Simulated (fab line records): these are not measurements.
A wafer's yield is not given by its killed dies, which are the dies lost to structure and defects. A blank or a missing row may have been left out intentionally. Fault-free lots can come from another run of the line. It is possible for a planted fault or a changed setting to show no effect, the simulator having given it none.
Matching of chambers -- flow nand harc -- NHARC_A_BONDPAD_CMP_19 on cmp-03: 4 sister chambers
The step polishes, t overpolish 30 s, cu recess touch 16 s, target thk 169.82 nm. 14 wafers are shown with their chamber, then 7 later ones without.

WAFERS PAIRED WITH THEIR CHAMBERS
wafer,chamber,motor current A (A),overpolish run s (s)
L769.1,1,12.7,30.017
L769.3,3,9.6,29.991
L769.4,2,11.7,29.998
L770.2,1,13.4,30.004
L770.4,0,11.5,30.002
L770.5,1,12.4,30.004
L771.1,3,9.4,30.007
L771.5,3,9.2,30.002
L771.6,0,11.5,30.006
L783.4,3,9.2,30.003
L783.5,2,11.5,30.003
L783.6,1,12.5,29.992
L785.1,1,12.9,30.004
L785.5,0,11.5,29.993

SIGNATURES, as means of the wafers listed above
reading,chamber 0,chamber 1,chamber 2,chamber 3,scatter within a chamber
motor current A,11.500,12.780,11.600,9.350,0.275
overpolish run s,30.00033,30.00420,30.00050,30.00075,0.00745
Rule: for each reading, subtract the chamber's mean from the wafer's reading, divide by that reading's scatter and square the result; add these up over the readings and take the root, which gives the wafer's distance from the chamber. If the next closest chamber is less than 2 further off than the closest, the wafer can't be placed; otherwise it belongs to the closest. The scatter: take each reading less its chamber's mean, square it, sum over the shown wafers, divide by the number of wafers less the number of chambers, and take the root.

WAFERS WITHOUT THEIR CHAMBER
wafer,motor current A (A),overpolish run s (s)
L785.6,12.7,29.993
L790.3,12.3,29.992
L790.5,10.1,30.002
L790.6,11.6,30.005
L791.2,12.1,29.998
L791.3,9.6,30.009
L791.6,9.0,29.988

WHICH CHAMBER EACH WENT THROUGH
wafer,from the rows above,in truth
L785.6,1,1
L790.3,can't be placed: 1 or 2 or 0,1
L790.5,3,3
L790.6,can't be placed: 2 or 0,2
L791.2,can't be placed: 2 or 0 or 1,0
L791.3,3,3
L791.6,3,3
Placed correctly: 4 of 7. Unplaceable from these rows: 3, with the true chamber sitting among the candidates in 3. Wrongly placed: 0.
